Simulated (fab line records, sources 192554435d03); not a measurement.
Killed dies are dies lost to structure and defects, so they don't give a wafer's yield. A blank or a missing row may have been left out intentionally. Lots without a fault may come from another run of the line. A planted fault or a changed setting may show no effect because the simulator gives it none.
Which of the tools did it? | flow n5 finfet | Sampling: 24 lots, 72 wafers, 6 of 1938 route steps

WHAT EACH GAUGE READ, for each wafer
N5_FIN_CUT_CD_MEAS_08: the cd target is 29.1 nm.
lot  | measured    | on        | cd nm (nm)
L074 | day 2 03:04 | cd sem-03 | 29.27 29.04 29.20
L075 | day 2 14:01 | cd sem-01 | 29.35 29.10 29.04
L076 | day 2 15:39 | cd sem-03 | 29.92 28.98 28.96
L077 | day 2 22:32 | cd sem-01 | 29.15 28.90 29.51
L078 | day 3 04:58 | cd sem-02 | 29.57 29.20 29.18
L079 | day 3 15:15 | cd sem-02 | 29.17 29.13 29.06
L080 | day 3 19:17 | cd sem-01 | 29.41 29.05 29.29
L081 | day 3 22:28 | cd sem-03 | 29.08 28.97 28.89
L082 | day 4 03:13 | cd sem-01 | 29.59 29.11 29.43
L083 | day 4 09:46 | cd sem-01 | 29.16 29.35 29.36
L084 | day 4 16:03 | cd sem-02 | 29.23 29.44 29.03
L085 | day 4 23:34 | cd sem-03 | 29.08 29.11 29.14
L086 | day 5 05:02 | cd sem-03 | 29.52 29.50 29.51
L087 | day 5 09:28 | cd sem-03 | 29.35 29.00 29.15
L088 | day 5 15:05 | cd sem-01 | 29.55 29.47 29.33
L089 | day 5 20:46 | cd sem-03 | 29.42 29.48 29.39
L090 | day 6 03:03 | cd sem-02 | 29.29 29.34 28.66
L091 | day 6 09:02 | cd sem-02 | 28.87 29.37 28.91
L092 | day 6 14:50 | cd sem-02 | 28.84 29.27 29.11
L093 | day 6 21:21 | cd sem-01 | 29.05 29.15 29.20
L094 | day 7 04:52 | cd sem-03 | 29.50 29.39 29.31
L095 | day 7 09:11 | cd sem-02 | 29.54 29.30 29.00
L096 | day 7 16:37 | cd sem-01 | 29.16 29.24 29.44
L097 | day 7 21:28 | cd sem-03 | 28.68 29.28 29.28

N5_DUMMY_GATE_OVL_MEAS_16.
lot  | measured    | on         | GATE_OVL (nm)
L074 | day 2 21:50 | overlay-02 | 0.5 0.2 -0.4
L075 | day 3 11:15 | overlay-01 | -1.1 -0.6 -1.5
L076 | day 3 12:50 | overlay-01 | -0.3 -0.6 -0.6
L077 | day 3 21:54 | overlay-02 | -1.1 -1.3 -0.5
L078 | day 4 01:47 | overlay-01 | 0.4 0.2 -0.3
L079 | day 4 09:58 | overlay-02 | -1.2 -1.8 -0.9
L080 | day 4 14:29 | overlay-02 | -1.1 -1.1 -0.7
L081 | day 4 18:16 | overlay-02 | 0.2 -1.2 -0.3
L082 | day 4 21:38 | overlay-01 | -0.8 -1.0 -1.5
L083 | day 5 05:19 | overlay-02 | 0.7 -0.2 0.7
L084 | day 5 12:27 | overlay-02 | -1.2 -1.2 -1.0
L085 | day 5 19:13 | overlay-01 | -1.6 -2.0 -1.6
L086 | day 6 01:14 | overlay-02 | -0.3 0.7 -1.1
L087 | day 6 04:23 | overlay-01 | -0.5 -0.8 -0.3
L088 | day 6 09:56 | overlay-02 | -0.4 -0.2 -0.2
L089 | day 6 15:47 | overlay-02 | -1.2 -0.4 -0.1
L090 | day 6 21:50 | overlay-02 | 0.0 1.1 0.1
L091 | day 7 03:37 | overlay-02 | -0.9 -0.1 -1.1
L092 | day 7 10:34 | overlay-01 | 1.1 -0.3 -0.4
L093 | day 7 16:07 | overlay-01 | -0.1 0.4 -0.6
L094 | day 8 00:46 | overlay-01 | -0.5 -0.3 0.2
L095 | day 8 07:52 | overlay-02 | 0.0 0.3 -0.4
L096 | day 8 11:22 | overlay-02 | -1.0 -0.3 0.0
L097 | day 8 15:56 | overlay-02 | -1.1 -0.9 -1.9

N5_DUMMY_GATE_INSPECT_17: inspects for defects (brightfield).
lot  | measured    | on                | raw defect count
L074 | day 2 21:54 | defect inspect-01 | 101 139 197
L075 | day 3 11:19 | defect inspect-01 | 220 204 161
L076 | day 3 12:53 | defect inspect-02 | 298 216 261
L077 | day 3 21:58 | defect inspect-02 | 206 200 220
L078 | day 4 01:50 | defect inspect-02 | 248 213 135
L079 | day 4 10:01 | defect inspect-02 | 221 285 235
L080 | day 4 14:32 | defect inspect-02 | 138 120 117
L081 | day 4 18:20 | defect inspect-01 | 134 104 190
L082 | day 4 21:41 | defect inspect-02 | 216 163 184
L083 | day 5 05:22 | defect inspect-02 | 205 197 277
L084 | day 5 12:30 | defect inspect-01 | 235 237 151
L085 | day 5 19:16 | defect inspect-02 | 131 168 139
L086 | day 6 01:17 | defect inspect-01 | 136 179 255
L087 | day 6 04:26 | defect inspect-02 | 229 164 143
L088 | day 6 09:59 | defect inspect-02 | 158 245 251
L089 | day 6 15:50 | defect inspect-01 | 169 170 200
L090 | day 6 21:53 | defect inspect-01 | 149 182 185
L091 | day 7 03:40 | defect inspect-01 | 128 128 140
L092 | day 7 10:36 | defect inspect-02 | 181 168 187
L093 | day 7 16:11 | defect inspect-02 | 198 169 191
L094 | day 8 00:50 | defect inspect-02 | 189 277 188
L095 | day 8 07:54 | defect inspect-02 | 165 91 140
L096 | day 8 11:26 | defect inspect-02 | 117 167 179
L097 | day 8 15:59 | defect inspect-01 | 146 134 166

TOOL THAT RAN EACH LOT (tool first, then ch and the chambers of the sampled wafers, then the start)
lot  | N5_STI_FIN_REVEAL_ALD_14         | N5_STI_FIN_REVEAL_STRIP_24        | N5_DUMMY_GATE_ALD_02
L074 | ald sin-02 ch 0,1,2, day 2 04:11 | rie diel-03 ch 0,2,3, day 2 10:08 | ald sin-03 ch 0,1,3, day 2 13:17
L075 | ald sin-04 ch 0,1,2, day 2 16:28 | rie diel-04 ch 0,2, day 2 22:07   | ald sin-01 ch 0,2,3, day 3 02:50
L076 | ald sin-04 ch 0,1, day 2 17:08   | rie diel-05 ch 1,2, day 2 23:20   | ald sin-01 ch 1,2, day 3 02:28
L077 | ald sin-01 ch 0,1,2, day 3 02:03 | rie diel-05 ch 0,1,2, day 3 09:11 | ald sin-04 ch 0,1,2, day 3 13:21
L078 | ald sin-01 ch 1,2, day 3 07:03   | rie diel-05 ch 1,3, day 3 12:40   | ald sin-03 ch 0,1, day 3 17:22
L079 | ald sin-01 ch 1,3, day 3 16:27   | rie diel-05 ch 1,2, day 3 22:22   | ald sin-03 ch 2,3, day 4 01:33
L080 | ald sin-04 ch 0,2,3, day 3 20:56 | rie diel-04 ch 0,1, day 4 02:36   | ald sin-04 ch 1,2, day 4 05:56
L081 | ald sin-04 ch 1,2,3, day 4 00:44 | rie diel-03 ch 0,2,3, day 4 06:22 | ald sin-03 ch 1,3, day 4 09:28
L082 | ald sin-04 ch 2,3, day 4 04:28   | rie diel-05 ch 0,1,2, day 4 10:05 | ald sin-01 ch 1,2,3, day 4 13:12
L083 | ald sin-01 ch 0,1,3, day 4 11:00 | rie diel-04 ch 0,1,3, day 4 16:43 | ald sin-03 ch 0,2,3, day 4 20:46
L084 | ald sin-04 ch 2,3, day 4 18:37   | rie diel-04 ch 0,2,3, day 5 00:23 | ald sin-03 ch 0,1,3, day 5 04:01
L085 | ald sin-01 ch 0,2,3, day 5 01:50 | rie diel-03 ch 2,3, day 5 07:30   | ald sin-04 ch 0,2,3, day 5 10:48
L086 | ald sin-04 ch 0,2, day 5 06:09   | rie diel-04 ch 0,2, day 5 11:46   | ald sin-03 ch 0,2,3, day 5 14:52
L087 | ald sin-04 ch 1,2,3, day 5 10:35 | rie diel-05 ch 0,1,2, day 5 16:14 | ald sin-03 ch 0,2,3, day 5 19:45
L088 | ald sin-04 ch 0,1,2, day 5 16:12 | rie diel-03 ch 1,2,3, day 5 21:54 | ald sin-01 ch 0,1,2, day 6 01:23
L089 | ald sin-01 ch 0,2, day 5 22:03   | rie diel-05 ch 0,1,3, day 6 03:43 | ald sin-04 ch 0,2, day 6 07:13
L090 | ald sin-02 ch 0,3, day 6 04:21   | rie diel-05 ch 1,2,3, day 6 09:58 | ald sin-04 ch 1,2, day 6 13:24
L091 | ald sin-04 ch 0,2, day 6 10:10   | rie diel-04 ch 0,1,3, day 6 16:01 | ald sin-03 ch 0,1,3, day 6 19:11
L092 | ald sin-02 ch 0,1, day 6 15:58   | rie diel-03 ch 1,2, day 6 21:37   | ald sin-04 ch 0,3, day 7 02:00
L093 | ald sin-01 ch 0,1,3, day 6 22:38 | rie diel-03 ch 0,3, day 7 04:23   | ald sin-01 ch 0,2,3, day 7 07:42
L094 | ald sin-01 ch 1,2, day 7 07:29   | rie diel-04 ch 0,1,2, day 7 13:08 | ald sin-01 ch 0,1,3, day 7 16:17
L095 | ald sin-01 ch 0,1,3, day 7 10:38 | rie diel-03 ch 2,3, day 7 16:21   | ald sin-03 ch 0,2,3, day 7 19:32
L096 | ald sin-02 ch 0,1,2, day 7 17:59 | rie diel-04 ch 0,2,3, day 7 23:40 | ald sin-03 ch 0,1,2, day 8 02:50
L097 | ald sin-02 ch 0,1,3, day 7 22:35 | rie diel-05 ch 0,1,3, day 8 04:13 | ald sin-03 ch 0,2,3, day 8 07:25
- N5_STI_FIN_REVEAL_ALD_14: deposits Si3N4, target thk 3 nm.
- N5_STI_FIN_REVEAL_STRIP_24: strips in N2/H2, time 90 s.
- N5_DUMMY_GATE_ALD_02: deposits SiO2, target thk 2 nm, pulse time 1 s.

WHAT THE TOOLS THEMSELVES READ (means of the sampled wafers that have a number; where no wafer has one, the mark that the record gives instead)
N5_STI_FIN_REVEAL_ALD_14.
lot  | tool       | heater power w (W)
L074 | ald sin-02 | 806
L075 | ald sin-04 | 883
L076 | ald sin-04 | 821
L077 | ald sin-01 | 810
L078 | ald sin-01 | 804
L079 | ald sin-01 | 801
L080 | ald sin-04 | 803
L081 | ald sin-04 | 905
L082 | ald sin-04 | 847
L083 | ald sin-01 | 811
L084 | ald sin-04 | 858
L085 | ald sin-01 | 800
L086 | ald sin-04 | 807
L087 | ald sin-04 | 924
L088 | ald sin-04 | 885
L089 | ald sin-01 | 806
L090 | ald sin-02 | 817
L091 | ald sin-04 | 824
L092 | ald sin-02 | 820
L093 | ald sin-01 | 808
L094 | ald sin-01 | 791
L095 | ald sin-01 | 812
L096 | ald sin-02 | 822
L097 | ald sin-02 | 845

N5_STI_FIN_REVEAL_STRIP_24.
lot  | tool        | drypump motor current A (A) | oes product au (a.u.) | rf vpp V (V) | showerhead plenum p Torr (Torr) | throttle valve pct (%)
L074 | rie diel-03 | 5.5                         | 0.71                  | 45.4         | 3.40                            | 12.37
L075 | rie diel-04 | 5.8                         | 0.75                  | 45.0         | 3.32                            | 12.39
L076 | rie diel-05 | 5.6                         | 0.90                  | 45.4         | 3.51                            | 12.06
L077 | rie diel-05 | 5.6                         | 0.84                  | 44.9         | 3.52                            | 12.26
L078 | rie diel-05 | 5.5                         | 0.79                  | 45.4         | 3.34                            | 12.26
L079 | rie diel-05 | 5.4                         | 0.84                  | 45.3         | 3.52                            | 12.19
L080 | rie diel-04 | 5.6                         | 0.72                  | 44.8         | 3.22                            | 12.48
L081 | rie diel-03 | 5.5                         | 0.70                  | 45.6         | 3.39                            | 12.41
L082 | rie diel-05 | 5.6                         | 0.82                  | 45.7         | 3.51                            | 12.28
L083 | rie diel-04 | 5.9                         | 0.72                  | 44.4         | 3.21                            | 12.56
L084 | rie diel-04 | 6.0                         | 0.73                  | 44.7         | 3.30                            | 12.51
L085 | rie diel-03 | 5.2                         | 0.70                  | 45.7         | 3.44                            | 12.30
L086 | rie diel-04 | 5.9                         | 0.72                  | 45.7         | 3.39                            | 12.38
L087 | rie diel-05 | 5.6                         | 0.80                  | 45.1         | 3.50                            | 12.30
L088 | rie diel-03 | 5.3                         | 0.78                  | 45.3         | 3.42                            | 12.13
L089 | rie diel-05 | 5.5                         | 0.75                  | 45.0         | 3.42                            | 12.41
L090 | rie diel-05 | 5.5                         | 0.81                  | 44.7         | 3.41                            | 12.22
L091 | rie diel-04 | 5.9                         | 0.79                  | 45.5         | 3.33                            | 12.39
L092 | rie diel-03 | 5.1                         | 0.83                  | 45.1         | 3.44                            | 11.94
L093 | rie diel-03 | 5.8                         | 0.70                  | 46.1         | 3.34                            | 12.52
L094 | rie diel-04 | 5.8                         | 0.71                  | 45.5         | 3.29                            | 12.49
L095 | rie diel-03 | 5.1                         | 0.69                  | 45.7         | 3.43                            | 12.33
L096 | rie diel-04 | 6.0                         | 0.79                  | 44.9         | 3.42                            | 12.35
L097 | rie diel-05 | 5.5                         | 0.73                  | 45.2         | 3.41                            | 12.43

N5_DUMMY_GATE_ALD_02.
lot  | tool       | heater power w (W) | precursor pulse height rel
L074 | ald sin-03 | 464                | 1.012
L075 | ald sin-01 | 454                | 0.991
L076 | ald sin-01 | 447                | 1.010
L077 | ald sin-04 | 489                | 1.002
L078 | ald sin-03 | 477                | 0.973
L079 | ald sin-03 | 496                | 0.997
L080 | ald sin-04 | 548                | 0.983
L081 | ald sin-03 | 489                | 1.004
L082 | ald sin-01 | 451                | 1.014
L083 | ald sin-03 | 469                | 1.008
L084 | ald sin-03 | 471                | 1.008
L085 | ald sin-04 | 456                | 0.991
L086 | ald sin-03 | 463                | 1.005
L087 | ald sin-03 | 468                | 1.005
L088 | ald sin-01 | 448                | 0.987
L089 | ald sin-04 | 435                | 0.981
L090 | ald sin-04 | 525                | 1.001
L091 | ald sin-03 | 469                | 0.999
L092 | ald sin-04 | 450                | 1.014
L093 | ald sin-01 | 455                | 0.987
L094 | ald sin-01 | 451                | 1.011
L095 | ald sin-03 | 470                | 0.986
L096 | ald sin-03 | 482                | 1.016
L097 | ald sin-03 | 473                | 0.992

THE ANSWER, worked out from the rows above alone
Rule: the usual values come from the lots themselves. The widest of any qualifying gaps counts: lots, ordered by their means at a reading, are off when they make up no more than a third of the lots, leave a main group of 4 or more, and stand apart from it by 3 or more times the standard deviation of that group's means. The tables above print the reading to a certain number of digits; a main group whose means all agree to those digits is not used. Also off: a lot with no number at a reading for which 4 or more lots have one. All remaining lots with rows at the step are treated as sound. Order of review: gauges by route order, followed by the tools' own readings, for which a lot's mean as printed above is used. The first step at which some lot is off is used, and at that step the reading that is off furthest; a lot without a number counts as furthest.
No lot is off on any of the readings shown, so nothing can be concluded from this.

WHAT THE SIMULATOR HAD INSERTED
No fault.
